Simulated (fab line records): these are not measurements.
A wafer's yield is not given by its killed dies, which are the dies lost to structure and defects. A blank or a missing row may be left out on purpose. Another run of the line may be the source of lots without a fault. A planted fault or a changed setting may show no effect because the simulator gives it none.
Chamber matching | flow nand harc | NHARC_A_STAIRCASE_DEP_471 on pecvd-01 has 3 sister chambers
The step deposits SiO2, target thk 100 nm. 6 wafers are shown with their chamber, then 10 later ones without.

## WAFERS, EACH WITH ITS CHAMBER
wafer  | chamber | throttle valve pct (%) | heater power w (W)
L078.2 | 0       | 16.0                   | 535
L089.2 | 2       | 16.0                   | 712
L089.3 | 1       | 15.0                   | 487
L089.6 | 2       | 16.0                   | 527
L088.1 | 0       | 16.3                   | 515
L088.3 | 1       | 14.9                   | 444

## WAFERS WITH NO CHAMBER GIVEN
wafer  | throttle valve pct (%) | heater power w (W)
L088.5 | 16.2                   | 539
L091.2 | 15.8                   | 655
L091.3 | 16.2                   | 555
L091.4 | 16.3                   | 570
L096.2 | 15.3                   | 433
L096.3 | 15.7                   | 528
L096.4 | 15.7                   | 535
L095.2 | 15.2                   | 690
L095.4 | 15.5                   | 515
L095.6 | 15.1                   | 688

## EACH ONE'S CHAMBER
wafer  | from the rows above          | in truth
L088.5 | can't be placed: 0 or 2      | 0
L091.2 | can't be placed: 2 or 0      | 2
L091.3 | can't be placed: 0 or 2      | 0
L091.4 | can't be placed: 0 or 2      | 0
L096.2 | 1                            | 1
L096.3 | can't be placed: 2 or 0      | 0
L096.4 | can't be placed: 2 or 0      | 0
L095.2 | 1                            | 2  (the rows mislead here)
L095.4 | can't be placed: 2 or 1 or 0 | 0
L095.6 | 1                            | 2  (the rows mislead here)
1 of 10 placed correctly. From these rows, 7 cannot be placed; in 7 the true chamber is one of the candidates. 2 placed wrongly.
How it was worked out, from the rows above alone: a wafer's distance from a chamber is the root of the sum, over the readings, of the square of ((its reading less the chamber's mean) divided by the reading's scatter). The wafer belongs to the nearest chamber; if the next one is less than 2 further off, it can't be placed. A chamber's mean is the mean of its shown wafers. The scatter: the root of (the sum of the squares of (reading less its chamber's mean) over the shown wafers, divided by (wafers less chambers)).
